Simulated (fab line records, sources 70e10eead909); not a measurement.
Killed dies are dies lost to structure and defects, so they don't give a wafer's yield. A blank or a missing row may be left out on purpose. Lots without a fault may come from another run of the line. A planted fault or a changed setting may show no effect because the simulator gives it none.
Chamber matching | flow nand_harc | NHARC_A_CONTACT_CMP_20 on cmp-03: 4 sister chambers
The step polishes, t overpolish 30 s, target thk 300 nm. 22 wafers are shown with their chamber, then 11 later ones without.

WAFERS WITH THEIR CHAMBER
wafer  | chamber | motor_current_A (A) | slurry_filter_dp_kPa (kPa) | time_to_endpoint_s (s)
L078.1 | 2       | 11.9                | 13.69                      | 59.2
L078.5 | 1       | 10.5                | 13.38                      | 54.7
L078.6 | 0       | 11.3                | 13.19                      | 52.3
L076.1 | 3       | 11.5                | 13.56                      | 61.5
L076.2 | 2       | 12.1                | 13.61                      | 60.2
L076.4 | 0       | 11.3                | 13.32                      | 58.7
L080.1 | 1       | 11.2                | 13.29                      | 59.4
L080.4 | 3       | 11.3                | 13.56                      | 61.3
L080.5 | 2       | 12.9                | 13.42                      | 60.2
L081.2 | 0       | 11.2                | 13.47                      | 60.1
L081.3 | 3       | 12.1                | 13.58                      | 63.8
L081.6 | 2       | 12.2                | 13.74                      | 62.8
L085.1 | 2       | 12.1                | 13.37                      | 62.9
L085.3 | 3       | 12.1                | 13.62                      | 61.4
L085.5 | 3       | 11.5                | 13.51                      | 64.7
L087.1 | 1       | 10.1                | 13.18                      | 61.8
L087.2 | 3       | 11.6                | 13.49                      | 63.9
L087.5 | 1       | 10.1                | 13.47                      | 61.9
L088.3 | 1       | 10.5                | 13.46                      | 62.2
L088.4 | 3       | 11.5                | 13.52                      | 65.3
L088.6 | 3       | 12.0                | 13.49                      | 67.2
L091.3 | 3       | 10.9                | 13.53                      | 61.0

SIGNATURES (means of the wafers above)
reading              | chamber 0 | chamber 1 | chamber 2 | chamber 3 | scatter within a chamber
motor_current_A      | 11.267    | 10.480    | 12.240    | 11.611    | 0.386
slurry_filter_dp_kPa | 13.3267   | 13.3560   | 13.5660   | 13.5400   | 0.111
time_to_endpoint_s   | 57.033    | 60.000    | 61.060    | 63.344    | 2.62
Rule: a wafer's distance from a chamber is the root of the sum, over the readings, of the square of ((its reading less the chamber's mean) divided by the reading's scatter). The wafer belongs to the nearest chamber; if the next one is less than 2 further off, it can't be placed. The scatter: the root of (the sum of the squares of (reading less its chamber's mean) over the shown wafers, divided by (wafers less chambers)).

WAFERS WITHOUT THEIR CHAMBER
wafer  | motor_current_A (A) | slurry_filter_dp_kPa (kPa) | time_to_endpoint_s (s)
L091.5 | 10.1                | 13.66                      | 59.4
L091.6 | 11.8                | 13.55                      | 60.3
L090.3 | 10.0                | 13.53                      | 61.9
L090.4 | 11.8                | 13.51                      | 57.9
L090.5 | 12.8                | 13.42                      | 59.9
L092.1 | 13.1                | 13.33                      | 61.8
L092.3 | 10.9                | 13.55                      | 61.7
L092.6 | 12.7                | 13.47                      | 60.9
L096.1 | 10.1                | 13.52                      | 60.9
L096.2 | 11.8                | 13.68                      | 62.0
L096.3 | 11.4                | 13.65                      | 60.9

WHICH CHAMBER EACH WENT THROUGH
wafer  | from the rows above               | in truth
L091.5 | can't be placed: 1 or 3 or 0      | 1
L091.6 | can't be placed: 2 or 3 or 0      | 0
L090.3 | 1                                 | 1
L090.4 | can't be placed: 2 or 3 or 0      | 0
L090.5 | can't be placed: 2 or 3           | 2
L092.1 | can't be placed: 2 or 3 or 0      | 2
L092.3 | can't be placed: 3 or 1 or 0 or 2 | 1
L092.6 | can't be placed: 2 or 3           | 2
L096.1 | can't be placed: 1 or 0           | 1
L096.2 | can't be placed: 3 or 2           | 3
L096.3 | can't be placed: 3 or 2 or 0      | 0
Placed correctly: 1 of 11. Can't be placed from these rows: 10 (the true chamber is among the candidates in 10). Placed wrongly: 0.
